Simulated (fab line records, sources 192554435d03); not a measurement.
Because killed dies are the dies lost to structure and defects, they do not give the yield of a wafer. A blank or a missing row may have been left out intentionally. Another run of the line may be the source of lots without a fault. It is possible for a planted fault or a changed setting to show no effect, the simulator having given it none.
Which tool was responsible?	flow n5_finfet	Sampling: 24 lots, 72 wafers, 4 of 1938 route steps

== WHAT EACH GAUGE READ, for each wafer ==
N5_BEOL_M2_OVL_MEAS_29.
lot	measured	on	V1_OVL (nm)
L074	day 6 18:15	overlay-01	0.8 0.8 0.0
L075	day 7 02:02	overlay-01	-0.9 -1.1 -1.6
L076	day 7 06:47	overlay-01	-0.5 -1.0 -1.1
L078	day 7 07:13	overlay-01	-0.7 0.4 0.1
L077	day 7 11:55	overlay-02	-1.5 -0.5 0.0
L079	day 7 20:59	overlay-02	0.3 0.0 0.3
L080	day 8 09:48	overlay-01	-1.2 -0.7 -1.4
L081	day 8 13:15	overlay-02	-0.4 -1.1 0.2
L082	day 8 20:35	overlay-02	0.4 -1.5 0.0
L083	day 9 13:47	overlay-02	-0.3 -0.1 0.2
L084	day 9 17:53	overlay-02	-0.6 -0.3 0.2
L087	day 10 02:16	overlay-01	-0.6 -0.7 -0.2
L086	day 10 04:18	overlay-01	0.0 -0.7 -0.1
L088	day 10 06:59	overlay-02	0.2 -0.3 -0.2
L085	day 10 09:53	overlay-01	-0.9 -0.6 -0.8
L089	day 10 12:01	overlay-02	-1.2 -1.2 -0.7
L090	day 10 13:47	overlay-01	-1.2 -1.4 -0.7
L091	day 11 02:25	overlay-01	0.4 -1.1 -0.2
L092	day 11 04:02	overlay-01	0.2 -0.1 0.4
L093	day 11 11:10	overlay-01	-0.8 -0.4 0.2
L094	day 12 03:28	overlay-02	-1.0 -0.5 -1.2
L095	day 12 03:38	overlay-02	0.0 -0.9 0.4
L096	day 12 08:10	overlay-01	0.4 -0.1 1.0
L097	day 12 15:27	overlay-02	-0.6 0.2 -0.5

N5_BEOL_M2_OCD_MEAS_38.
lot	measured	on	trench_depth_nm (nm)
L074	day 6 20:13	ocd-02	56.8 55.9 54.9
L075	day 7 05:27	ocd-02	56.0 55.5 56.2
L076	day 7 10:20	ocd-01	56.7 54.9 55.5
L078	day 7 10:26	ocd-01	55.8 55.2 53.8
L077	day 7 13:26	ocd-01	55.7 55.5 55.4
L079	day 7 22:47	ocd-02	55.2 55.6 56.2
L080	day 8 13:22	ocd-01	55.9 54.8 55.2
L081	day 9 08:56	ocd-02	54.6 55.9 54.6
L082	day 9 14:38	ocd-01	55.0 54.9 56.6
L083	day 9 15:49	ocd-02	55.4 54.1 54.5
L084	day 9 23:43	ocd-02	54.3 55.3 54.1
L087	day 10 03:28	ocd-02	55.4 54.7 55.3
L086	day 10 05:35	ocd-01	55.0 55.4 54.9
L088	day 10 16:12	ocd-01	56.3 55.6 55.1
L085	day 10 16:12	ocd-02	54.6 55.3 54.6
L089	day 10 20:56	ocd-01	54.4 54.1 54.4
L090	day 11 00:29	ocd-02	54.9 55.1 55.6
L091	day 11 07:05	ocd-02	54.2 55.0 54.6
L092	day 11 05:41	ocd-02	54.6 55.5 54.8
L093	day 11 17:08	ocd-02	54.2 55.4 54.8
L094	day 12 05:40	ocd-02	55.5 55.9 55.4
L095	day 12 10:38	ocd-02	55.5 56.3 54.9
L096	day 12 15:33	ocd-02	55.1 56.5 54.7
L097	day 12 23:20	ocd-02	55.2 55.8 55.5

== TOOL THAT RAN EACH LOT (tool first, then ch and the chambers of the sampled wafers, then the start) ==
lot	N5_BEOL_M2_ALD_98	N5_BEOL_M2_STRIP_36
L074	ald_sin-02 ch 1,2, day 6 18:37	rie_diel-02 ch 0,1, day 6 20:01
L075	ald_sin-04 ch 1,2,3, day 7 02:16	rie_diel-06 ch 0,3, day 7 05:16
L076	ald_sin-01 ch 0,2,3, day 7 07:22	rie_diel-06 ch 0,3, day 7 10:08
L078	ald_sin-04 ch 0,3, day 7 07:31	rie_diel-02 ch 1,2,3, day 7 10:14
L077	ald_sin-01 ch 0,1,2, day 7 12:08	rie_diel-01 ch 0,1,2, day 7 13:15
L079	ald_sin-01 ch 1,2, day 7 22:13	rie_diel-02 ch 0,1,3, day 7 22:35
L080	ald_sin-04 ch 1,2,3, day 8 10:02	rie_diel-06 ch 0,1,3, day 8 13:10
L081	ald_sin-02 ch 0,1,3, day 8 14:38	rie_diel-06 ch 1,2,3, day 9 08:44
L082	ald_sin-04 ch 0,1, day 8 20:52	rie_diel-02 ch 1,2, day 9 14:26
L083	ald_sin-01 ch 0,3, day 9 15:01	rie_diel-01 ch 0,1, day 9 15:37
L084	ald_sin-02 ch 0,1,3, day 9 19:19	rie_diel-02 ch 1,2, day 9 23:31
L087	ald_sin-04 ch 0,1, day 10 02:46	rie_diel-06 ch 0,1,3, day 10 03:16
L086	ald_sin-01 ch 0,3, day 10 05:01	rie_diel-06 ch 0,1,3, day 10 05:24
L088	ald_sin-04 ch 1,2,3, day 10 07:16	rie_diel-06 ch 0,1,2, day 10 16:01
L085	ald_sin-02 ch 2,3, day 10 10:27	rie_diel-01 ch 1,2, day 10 16:01
L089	ald_sin-01 ch 0,3, day 10 12:14	rie_diel-01 ch 1,2,3, day 10 20:45
L090	ald_sin-04 ch 2,3, day 10 14:08	rie_diel-06 ch 1,2,3, day 11 00:17
L091	ald_sin-01 ch 0,1,2, day 11 02:38	rie_diel-01 ch 1,2,3, day 11 06:54
L092	ald_sin-02 ch 0,2,3, day 11 04:31	rie_diel-01 ch 1,2,3, day 11 05:31
L093	ald_sin-04 ch 1,2,3, day 11 11:31	rie_diel-01 ch 1,2,3, day 11 16:57
L094	ald_sin-04 ch 0,3, day 12 04:13	rie_diel-06 ch 1,2, day 12 05:28
L095	ald_sin-02 ch 1,3, day 12 04:24	rie_diel-06 ch 0,1,3, day 12 10:26
L096	ald_sin-02 ch 0,1,3, day 12 08:40	rie_diel-01 ch 0,1,3, day 12 15:22
L097	ald_sin-01 ch 2,3, day 12 15:46	rie_diel-06 ch 1,2,3, day 12 23:08
- N5_BEOL_M2_ALD_98: deposits SiO2, target thk 2.5 nm, pulse time 1 s, co reactant pulse time 1 s.
- N5_BEOL_M2_STRIP_36: strips in N2/H2.

== WHAT THE TOOLS THEMSELVES READ (means of the sampled wafers that have a number; where no wafer has one, the mark that the record gives instead) ==
N5_BEOL_M2_ALD_98.
lot	tool	heater_power_w (W)	precursor_pulse_height_rel
L074	ald_sin-02	83	1.004
L075	ald_sin-04	89	1.019
L076	ald_sin-01	74	0.998
L078	ald_sin-04	92	0.981
L077	ald_sin-01	71	1.011
L079	ald_sin-01	75	0.997
L080	ald_sin-04	90	1.017
L081	ald_sin-02	86	1.000
L082	ald_sin-04	91	1.004
L083	ald_sin-01	70	1.026
L084	ald_sin-02	85	0.990
L087	ald_sin-04	90	0.993
L086	ald_sin-01	80	1.009
L088	ald_sin-04	90	0.999
L085	ald_sin-02	83	0.999
L089	ald_sin-01	80	1.003
L090	ald_sin-04	90	0.997
L091	ald_sin-01	69	0.997
L092	ald_sin-02	84	1.004
L093	ald_sin-04	91	1.006
L094	ald_sin-04	93	0.983
L095	ald_sin-02	87	1.009
L096	ald_sin-02	86	1.019
L097	ald_sin-01	79	0.996

N5_BEOL_M2_STRIP_36.
lot	tool	chamber_pressure_mTorr (mTorr)	drypump_motor_current_A (A)	oes_product_au (a.u.)	rf_vpp_V (V)	showerhead_plenum_p_Torr (Torr)	throttle_valve_pct (%)
L074	rie_diel-02	19.99	5.6	0.81	60.5	2.68	23.91
L075	rie_diel-06	20.01	6.1	0.90	58.1	2.55	23.42
L076	rie_diel-06	20.00	6.1	0.90	58.8	2.55	23.41
L078	rie_diel-02	20.01	5.6	0.76	58.8	2.57	23.75
L077	rie_diel-01	19.97	5.1	0.74	57.5	2.40	23.82
L079	rie_diel-02	20.02	5.7	0.79	58.7	2.62	23.75
L080	rie_diel-06	20.01	6.1	0.90	58.3	2.62	23.58
L081	rie_diel-06	20.00	6.2	0.83	59.2	2.57	23.74
L082	rie_diel-02	20.00	5.4	0.76	60.2	2.62	23.92
L083	rie_diel-01	20.02	5.2	0.76	58.9	2.43	23.85
L084	rie_diel-02	19.98	5.4	0.73	58.7	2.56	23.88
L087	rie_diel-06	19.99	6.1	0.86	59.6	2.61	23.61
L086	rie_diel-06	19.99	6.1	0.87	60.0	2.61	23.60
L088	rie_diel-06	19.97	5.9	0.80	58.9	2.63	23.81
L085	rie_diel-01	20.02	5.0	0.74	59.4	2.36	23.95
L089	rie_diel-01	19.98	5.3	0.79	59.3	2.45	23.84
L090	rie_diel-06	20.01	6.2	0.82	59.1	2.56	23.76
L091	rie_diel-01	19.99	5.2	0.79	59.1	2.45	23.85
L092	rie_diel-01	20.00	5.3	0.78	59.6	2.45	23.85
L093	rie_diel-01	20.00	5.3	0.77	57.4	2.44	23.85
L094	rie_diel-06	20.03	6.0	0.74	58.6	2.57	23.98
L095	rie_diel-06	20.00	6.1	0.84	58.8	2.61	23.63
L096	rie_diel-01	19.99	5.3	0.86	57.9	2.58	23.66
L097	rie_diel-06	19.99	6.2	0.80	59.2	2.55	23.80

== THE ANSWER, worked out from the rows above alone ==
Rule: the lots themselves supply what counts as usual. The widest of any qualifying gaps counts: lots, ordered by their means at a reading, are off when they make up no more than a third of the lots, leave a main group of 4 or more, and stand apart from it by 3 or more times the standard deviation of that group's means. If all means in a main group match to the digits the tables above print for the reading, that group is not used. A lot without any number at a reading at which 4 lots or more have one is off too. All remaining lots with rows at the step are treated as sound. Order of review: gauges by route order, followed by the tools' own readings, for which a lot's mean as printed above is used. The first step at which some lot is off is used, and at that step the reading that is off furthest; a lot without a number counts as furthest.
Nothing can be told from this: no lot is off at any reading shown.

== WHAT WAS PUT IN BY THE SIMULATOR ==
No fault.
